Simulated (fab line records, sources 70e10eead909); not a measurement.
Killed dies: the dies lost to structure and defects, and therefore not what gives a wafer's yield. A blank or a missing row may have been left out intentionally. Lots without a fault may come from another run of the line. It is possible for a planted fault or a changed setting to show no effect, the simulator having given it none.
Matching of chambers :: flow nand-harc :: NHARC_A_CHANNEL_FILL_D2_ALD_02 on ald-hk-02 has 4 sister chambers
The step deposits SiO2, target thk 6 nm, pulse time 10 s, ald cycles 60. 4 wafers are shown with their chamber, then 7 later ones without.

WAFERS PAIRED WITH THEIR CHAMBERS
wafer: L086.3
chamber: 2
heater-power-w (W): 513

wafer: L086.4
chamber: 1
heater-power-w (W): 457

wafer: L087.2
chamber: 0
heater-power-w (W): 473

wafer: L087.3
chamber: 3
heater-power-w (W): 528

WAFERS MISSING THEIR CHAMBER
wafer: L087.4
heater-power-w (W): 454

wafer: L091.2
heater-power-w (W): 508

wafer: L091.3
heater-power-w (W): 449

wafer: L091.5
heater-power-w (W): 457

wafer: L095.3
heater-power-w (W): 527

wafer: L095.5
heater-power-w (W): 485

wafer: L095.6
heater-power-w (W): 526

THE CHAMBER EACH PASSED THROUGH
wafer: L087.4
from the rows above: 1
in truth: 1

wafer: L091.2
from the rows above: 2
in truth: 2

wafer: L091.3
from the rows above: 1
in truth: 1

wafer: L091.5
from the rows above: 1
in truth: 1

wafer: L095.3
from the rows above: 3
in truth: 3

wafer: L095.5
from the rows above: 0
in truth: 0

wafer: L095.6
from the rows above: can't be placed: 3 or 2
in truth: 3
Correct placement for 6 of the 7. These rows do not allow placing 1 (true chamber among the candidates in 1). Number placed wrongly: 0.
How it was worked out, from the rows above alone: a wafer's distance from a chamber is the root of the sum, over the readings, of the square of ((its reading less the chamber's mean) divided by the reading's scatter). If the next closest chamber is less than 2 further off than the closest, the wafer can't be placed; otherwise it belongs to the closest. For every chamber, the mean is computed from those of its wafers that are shown. The scatter (one wafer shown for each chamber): square how far every hidden wafer sits from the nearest shown wafer, average those squares and take the square root.
